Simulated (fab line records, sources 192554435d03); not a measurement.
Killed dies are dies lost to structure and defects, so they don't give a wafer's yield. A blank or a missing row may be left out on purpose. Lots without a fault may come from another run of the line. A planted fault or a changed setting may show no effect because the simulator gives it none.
Which tool did it? | flow n5_finfet | 24 lots, 72 wafers sampled, at 6 steps of a route of 1938

WHAT THE GAUGES READ, wafer by wafer
N5_PMOS_HMC_CHANNEL_EPI_THK_MEAS_22. Usual: HMC_CMP_THK 53.8 nm, standard deviation 1.
lot  | measured    | on            | HMC_CMP_THK (nm) | flag
L074 | day 1 20:29 | film_metro-01 | 55.0 55.1 55.2   |
L075 | day 2 03:36 | film_metro-01 | 54.8 52.7 53.2   |
L076 | day 2 07:20 | film_metro-01 | 55.3 51.7 52.2   |
L077 | day 2 15:16 | film_metro-02 | 53.3 54.6 53.4   |
L078 | day 2 19:50 | film_metro-01 | 55.1 52.8 55.3   |
L079 | day 3 02:00 | film_metro-02 | 55.0 54.9 54.5   |
L080 | day 3 08:13 | film_metro-01 | 53.3 53.2 52.9   |
L081 | day 3 14:13 | film_metro-01 | 53.0 53.9 53.4   |
L082 | day 3 21:02 | film_metro-02 | 54.2 54.6 52.4   |
L083 | day 4 02:30 | film_metro-01 | 53.3 53.0 53.6   |
L084 | day 4 08:23 | film_metro-02 | 55.6 53.5 53.0   |
L085 | day 4 13:51 | film_metro-01 | 53.4 51.1 52.5   |
L086 | day 4 19:51 | film_metro-02 | 55.5 55.2 54.9   |
L087 | day 5 02:13 | film_metro-02 | 54.3 53.2 54.0   |
L088 | day 5 08:30 | film_metro-02 | 55.3 52.7 53.2   |
L089 | day 5 14:23 | film_metro-01 | 54.6 51.5 53.2   |
L090 | day 5 19:53 | film_metro-01 | 54.4 53.9 53.4   |
L091 | day 6 01:55 | film_metro-02 | 53.1 55.2 54.2   |
L092 | day 6 07:51 | film_metro-01 | 52.5 54.1 53.3   |
L093 | day 6 13:50 | film_metro-02 | 53.2 54.1 54.6   |
L094 | day 6 19:55 | film_metro-01 | 53.8 54.8 53.0   |
L095 | day 7 01:50 | film_metro-02 | 54.9 53.4 54.8   |
L096 | day 7 08:29 | film_metro-02 | 53.2 53.0 53.4   |
L097 | day 7 13:26 | film_metro-02 | 54.8 52.4 52.0   |

N5_FIN_SAQP_CD_MEAS_27: target cd 20 nm. Usual: cd_nm 20.27 nm, standard deviation 0.25.
lot  | measured    | on        | cd_nm (nm)        | flag
L074 | day 2 00:29 | cd_sem-02 | 20.03 20.62 19.86 |
L075 | day 2 07:40 | cd_sem-03 | 20.46 20.42 20.10 |
L076 | day 2 12:30 | cd_sem-03 | 19.98 20.76 20.09 |
L077 | day 2 19:39 | cd_sem-03 | 20.10 20.57 20.46 |
L078 | day 3 00:12 | cd_sem-01 | 20.45 20.00 20.53 |
L079 | day 3 07:43 | cd_sem-01 | 20.01 20.60 19.80 |
L080 | day 3 12:50 | cd_sem-01 | 19.76 20.41 20.34 |
L081 | day 3 18:22 | cd_sem-02 | 20.45 20.69 20.32 |
L082 | day 4 01:05 | cd_sem-01 | 20.46 20.64 20.52 |
L083 | day 4 06:32 | cd_sem-03 | 20.29 20.51 20.49 |
L084 | day 4 13:52 | cd_sem-01 | 20.56 20.75 20.23 |
L085 | day 4 19:43 | cd_sem-02 | 19.86 20.29 20.03 |
L086 | day 4 23:54 | cd_sem-03 | 20.37 20.36 20.22 |
L087 | day 5 08:19 | cd_sem-02 | 19.75 20.57 19.89 |
L088 | day 5 13:49 | cd_sem-03 | 20.24 19.50 20.16 |
L089 | day 5 18:25 | cd_sem-02 | 20.31 20.24 20.08 |
L090 | day 5 23:58 | cd_sem-01 | 20.25 20.67 20.38 |
L091 | day 6 06:06 | cd_sem-02 | 20.35 20.35 20.33 |
L092 | day 6 11:56 | cd_sem-01 | 20.27 20.12 20.31 |
L093 | day 6 18:20 | cd_sem-02 | 20.40 20.36 20.18 |
L094 | day 6 23:42 | cd_sem-03 | 20.51 20.39 20.30 |
L095 | day 7 06:52 | cd_sem-03 | 20.20 20.24 20.31 |
L096 | day 7 12:28 | cd_sem-03 | 20.10 20.27 20.51 |
L097 | day 7 17:27 | cd_sem-01 | 20.58 20.69 20.51 |

N5_FIN_SAQP_CD_MEAS_37: target cd 8 nm. Usual: cd_nm 8.13 nm, standard deviation 0.27.
lot  | measured    | on        | cd_nm (nm)     | flag
L074 | day 2 02:35 | cd_sem-02 | 8.59 8.09 8.14 |
L075 | day 2 10:15 | cd_sem-02 | 7.99 7.87 8.11 |
L076 | day 2 15:28 | cd_sem-01 | 8.57 8.82 8.43 |
L077 | day 2 21:56 | cd_sem-03 | 7.83 8.18 8.36 |
L078 | day 3 02:40 | cd_sem-02 | 8.23 8.30 7.73 |
L079 | day 3 09:52 | cd_sem-02 | 8.20 8.05 8.48 |
L080 | day 3 14:54 | cd_sem-02 | 8.10 8.63 8.62 |
L081 | day 3 21:17 | cd_sem-01 | 7.92 8.12 8.15 |
L082 | day 4 03:08 | cd_sem-02 | 7.91 8.06 7.87 |
L083 | day 4 08:53 | cd_sem-03 | 8.70 7.81 7.95 |
L084 | day 4 16:02 | cd_sem-02 | 7.77 7.81 7.92 |
L085 | day 4 21:45 | cd_sem-03 | 7.69 8.22 7.92 |
L086 | day 5 02:07 | cd_sem-01 | 8.04 7.69 8.15 |
L087 | day 5 10:43 | cd_sem-02 | 8.23 8.78 8.24 |
L088 | day 5 15:55 | cd_sem-03 | 8.21 7.90 8.28 |
L089 | day 5 22:00 | cd_sem-03 | 7.88 8.25 7.55 |
L090 | day 6 02:24 | cd_sem-03 | 8.12 8.25 7.92 |
L091 | day 6 08:15 | cd_sem-02 | 8.21 7.89 8.18 |
L092 | day 6 15:10 | cd_sem-01 | 8.62 7.86 7.86 |
L093 | day 6 20:34 | cd_sem-01 | 8.22 8.46 8.22 |
L094 | day 7 03:01 | cd_sem-03 | 8.59 8.30 7.95 |
L095 | day 7 09:11 | cd_sem-02 | 8.36 8.22 8.34 |
L096 | day 7 14:31 | cd_sem-03 | 8.15 7.90 8.31 |
L097 | day 7 19:41 | cd_sem-02 | 7.98 7.77 7.82 |

WHICH TOOL RAN EACH LOT (tool, then ch and the chambers of the sampled wafers, then the start)
lot  | N5_WELL_APT_RTA_34              | N5_FIN_SAQP_SPACER2_ETCHBACK_29   | N5_FIN_SAQP_HM_CD_35
L074 | rtp_anneal-02 ch 0, day 1 16:14 | rie_diel-03 ch 1,2,3, day 2 01:55 | cd_sem-01, day 2 02:23
L075 | rtp_anneal-02 ch 0, day 1 23:37 | rie_diel-03 ch 0,1,3, day 2 09:28 | cd_sem-01, day 2 10:04
L076 | rtp_anneal-02 ch 0, day 2 03:40 | rie_diel-04 ch 0,2, day 2 14:49   | cd_sem-01, day 2 15:16
L077 | rtp_anneal-01 ch 0, day 2 11:36 | rie_diel-01 ch 0,3, day 2 21:17   | cd_sem-03, day 2 21:45
L078 | rtp_anneal-01 ch 0, day 2 15:57 | rie_diel-01 ch 1,2,3, day 3 01:55 | cd_sem-02, day 3 02:28
L079 | rtp_anneal-02 ch 0, day 2 22:23 | rie_diel-04 ch 0,2, day 3 09:13   | cd_sem-03, day 3 09:41
L080 | rtp_anneal-02 ch 0, day 3 04:31 | rie_diel-04 ch 0,1,2, day 3 14:14 | cd_sem-03, day 3 14:43
L081 | rtp_anneal-02 ch 0, day 3 10:28 | rie_diel-04 ch 2,3, day 3 20:38   | cd_sem-03, day 3 21:06
L082 | rtp_anneal-01 ch 0, day 3 17:14 | rie_diel-04 ch 0,1,2, day 4 02:29 | cd_sem-01, day 4 02:57
L083 | rtp_anneal-01 ch 0, day 3 22:46 | rie_diel-03 ch 0,2,3, day 4 08:14 | cd_sem-01, day 4 08:42
L084 | rtp_anneal-02 ch 0, day 4 04:17 | rie_diel-04 ch 0,2,3, day 4 15:23 | cd_sem-01, day 4 15:51
L085 | rtp_anneal-02 ch 0, day 4 09:43 | rie_diel-03 ch 0,1,2, day 4 21:06 | cd_sem-03, day 4 21:34
L086 | rtp_anneal-01 ch 0, day 4 15:45 | rie_diel-01 ch 0,1,2, day 5 01:17 | cd_sem-03, day 5 01:55
L087 | rtp_anneal-01 ch 0, day 4 21:57 | rie_diel-04 ch 2,3, day 5 09:59   | cd_sem-02, day 5 10:31
L088 | rtp_anneal-01 ch 0, day 5 04:32 | rie_diel-01 ch 1,2, day 5 15:15   | cd_sem-01, day 5 15:43
L089 | rtp_anneal-01 ch 0, day 5 10:17 | rie_diel-04 ch 0,1,2, day 5 21:21 | cd_sem-03, day 5 21:49
L090 | rtp_anneal-02 ch 0, day 5 16:04 | rie_diel-04 ch 0,1, day 6 01:44   | cd_sem-02, day 6 02:13
L091 | rtp_anneal-02 ch 0, day 5 21:42 | rie_diel-01 ch 0,2,3, day 6 07:34 | cd_sem-01, day 6 08:03
L092 | rtp_anneal-02 ch 0, day 6 03:46 | rie_diel-01 ch 1,2,3, day 6 14:32 | cd_sem-03, day 6 14:58
L093 | rtp_anneal-01 ch 0, day 6 10:06 | rie_diel-01 ch 1,2,3, day 6 19:55 | cd_sem-03, day 6 20:23
L094 | rtp_anneal-02 ch 0, day 6 15:58 | rie_diel-03 ch 0,2,3, day 7 02:15 | cd_sem-01, day 7 02:49
L095 | rtp_anneal-01 ch 0, day 6 22:04 | rie_diel-04 ch 1,2, day 7 08:27   | cd_sem-02, day 7 08:59
L096 | rtp_anneal-02 ch 0, day 7 03:47 | rie_diel-01 ch 0,3, day 7 13:52   | cd_sem-02, day 7 14:20
L097 | rtp_anneal-02 ch 0, day 7 09:34 | rie_diel-01 ch 0,2, day 7 18:53   | cd_sem-03, day 7 19:30
- N5_WELL_APT_RTA_34: time 10 s.
- N5_FIN_SAQP_SPACER2_ETCHBACK_29: etches SiO2 in CHF3/O2, target depth 12.2 nm, time 6.1 s.
- N5_FIN_SAQP_HM_CD_35: target cd 8 nm.

WHAT THE TOOLS THEMSELVES READ (means of the sampled wafers that have a number; where no wafer has one, the mark that the record gives instead)
N5_WELL_APT_RTA_34. Usual: lamp_power_pct 13.01 %, standard deviation 0.054; lamp_zone_3_pct 12.994 %, standard deviation 0.026; wafer_temp_C_max 1003.7, standard deviation 1.1.
lot  | tool          | lamp_power_pct (%) | lamp_zone_3_pct (%) | wafer_temp_C_max | flag
L074 | rtp_anneal-02 | 12.98              | 12.984              | 1003.1           |
L075 | rtp_anneal-02 | 13.01              | 12.966              | 1002.9           |
L076 | rtp_anneal-02 | 12.99              | 12.998              | 1003.5           |
L077 | rtp_anneal-01 | 12.99              | 12.995              | 1004.2           |
L078 | rtp_anneal-01 | 12.99              | 12.973              | 1004.5           |
L079 | rtp_anneal-02 | 12.98              | 12.999              | 1002.9           |
L080 | rtp_anneal-02 | 13.00              | 12.991              | 1002.8           |
L081 | rtp_anneal-02 | 13.02              | 12.987              | 1004.9           |
L082 | rtp_anneal-01 | 12.94              | 12.972              | 1003.6           |
L083 | rtp_anneal-01 | 13.01              | 13.016              | 1003.0           |
L084 | rtp_anneal-02 | 13.03              | 12.985              | 1004.3           |
L085 | rtp_anneal-02 | 12.98              | 12.998              | 1003.3           |
L086 | rtp_anneal-01 | 13.03              | 12.985              | 1004.2           |
L087 | rtp_anneal-01 | 13.04              | 12.986              | 1004.7           |
L088 | rtp_anneal-01 | 13.00              | 13.016              | 1005.3           |
L089 | rtp_anneal-01 | 12.98              | 12.983              | 1003.0           |
L090 | rtp_anneal-02 | 13.03              | 12.986              | 1003.6           |
L091 | rtp_anneal-02 | 13.00              | 12.992              | 1002.9           |
L092 | rtp_anneal-02 | 12.97              | 12.997              | 1004.1           |
L093 | rtp_anneal-01 | 13.00              | 12.966              | 1003.9           |
L094 | rtp_anneal-02 | 13.00              | 12.990              | 1003.9           |
L095 | rtp_anneal-01 | 13.06              | 13.002              | 1003.9           |
L096 | rtp_anneal-02 | 13.01              | 12.995              | 1003.5           |
L097 | rtp_anneal-02 | 13.05              | 12.991              | 1002.4           |

N5_FIN_SAQP_SPACER2_ETCHBACK_29. Usual: drypump_motor_current_A 5.6 A, standard deviation 0.44; oes_ar_750_au 0.79 a.u., standard deviation 0.094; oes_product_au 0.79 a.u., standard deviation 0.1; rf_vpp_V 521 V, standard deviation 10; showerhead_plenum_p_Torr 2.39 Torr, standard deviation 0.078; throttle_valve_pct 18.95 %, standard deviation 0.24.
lot  | tool        | drypump_motor_current_A (A) | oes_ar_750_au (a.u.) | oes_product_au (a.u.) | rf_vpp_V (V) | showerhead_plenum_p_Torr (Torr) | throttle_valve_pct (%) | flag
L074 | rie_diel-03 | 5.5                         | 0.79                 | 0.78                  | 515          | 2.39                            | 18.82                  |
L075 | rie_diel-03 | 5.4                         | 0.78                 | 0.78                  | 523          | 2.39                            | 18.79                  |
L076 | rie_diel-04 | 5.2                         | 0.76                 | 0.77                  | 524          | 2.42                            | 19.00                  |
L077 | rie_diel-01 | 5.1                         | 0.69                 | 0.69                  | 536          | 2.45                            | 19.12                  |
L078 | rie_diel-01 | 5.4                         | 0.72                 | 0.70                  | 523          | 2.42                            | 19.02                  |
L079 | rie_diel-04 | 5.3                         | 0.80                 | 0.81                  | 522          | 2.43                            | 18.78                  |
L080 | rie_diel-04 | 5.7                         | 0.83                 | 0.83                  | 525          | 2.41                            | 18.97                  |
L081 | rie_diel-04 | 5.7                         | 0.75                 | 0.75                  | 512          | 2.34                            | 19.00                  |
L082 | rie_diel-04 | 5.7                         | 0.83                 | 0.84                  | 525          | 2.41                            | 18.97                  |
L083 | rie_diel-03 | 5.4                         | 0.80                 | 0.80                  | 523          | 2.40                            | 18.81                  |
L084 | rie_diel-04 | 5.5                         | 0.74                 | 0.75                  | 518          | 2.37                            | 19.02                  |
L085 | rie_diel-03 | 5.4                         | 0.85                 | 0.84                  | 526          | 2.41                            | 18.78                  |
L086 | rie_diel-01 | 5.6                         | 0.70                 | 0.69                  | 520          | 2.39                            | 19.08                  |
L087 | rie_diel-04 | 5.6                         | 0.79                 | 0.79                  | 517          | 2.39                            | 18.79                  |
L088 | rie_diel-01 | 5.4                         | 0.71                 | 0.70                  | 518          | 2.42                            | 19.02                  |
L089 | rie_diel-04 | 5.7                         | 0.81                 | 0.81                  | 525          | 2.40                            | 19.00                  |
L090 | rie_diel-04 | 6.0                         | 0.83                 | 0.84                  | 528          | 2.38                            | 19.18                  |
L091 | rie_diel-01 | 5.4                         | 0.78                 | 0.78                  | 519          | 2.38                            | 18.97                  |
L092 | rie_diel-01 | 5.3                         | 0.79                 | 0.78                  | 516          | 2.41                            | 18.90                  |
L093 | rie_diel-01 | 5.4                         | 0.78                 | 0.78                  | 515          | 2.41                            | 18.91                  |
L094 | rie_diel-03 | 5.5                         | 0.78                 | 0.78                  | 522          | 2.39                            | 18.85                  |
L095 | rie_diel-04 | 5.8                         | 0.83                 | 0.83                  | 525          | 2.42                            | 18.79                  |
L096 | rie_diel-01 | 5.3                         | 0.93                 | 0.93                  | 527          | 2.41                            | 18.76                  |
L097 | rie_diel-01 | 5.6                         | 0.84                 | 0.84                  | 522          | 2.35                            | 18.89                  |

N5_FIN_SAQP_HM_CD_35. Usual: cd_nm 8.11 nm, standard deviation 0.24.
lot  | tool      | cd_nm (nm) | flag
L074 | cd_sem-01 | 8.25       |
L075 | cd_sem-01 | 8.00       |
L076 | cd_sem-01 | 8.29       |
L077 | cd_sem-03 | 7.98       |
L078 | cd_sem-02 | 8.29       |
L079 | cd_sem-03 | 8.23       |
L080 | cd_sem-03 | 8.11       |
L081 | cd_sem-03 | 8.34       |
L082 | cd_sem-01 | 8.03       |
L083 | cd_sem-01 | 8.31       |
L084 | cd_sem-01 | 8.08       |
L085 | cd_sem-03 | 7.98       |
L086 | cd_sem-03 | 8.01       |
L087 | cd_sem-02 | 8.08       |
L088 | cd_sem-01 | 8.23       |
L089 | cd_sem-03 | 8.01       |
L090 | cd_sem-02 | 8.17       |
L091 | cd_sem-01 | 7.92       |
L092 | cd_sem-03 | 8.06       |
L093 | cd_sem-03 | 7.81       |
L094 | cd_sem-01 | 8.13       |
L095 | cd_sem-02 | 8.12       |
L096 | cd_sem-02 | 7.92       |
L097 | cd_sem-03 | 8.10       |

THE ANSWER, worked out from the rows above alone
Rule: a lot is off if the mean of its wafers that have a number lies more than 3 standard deviations from the usual mean. A lot without any number at a reading at which 4 lots or more have one is off too. The other lots that the step has rows for count as sound. The gauges are gone through in route order, then the tools' own readings, and for those a lot's mean is taken as printed above. The first step at which some lot is off is used, and at that step the reading that is off furthest; a lot without a number counts as furthest.
No lot is off at any reading shown: from this, nothing can be told.

WHAT THE SIMULATOR HAD PUT IN
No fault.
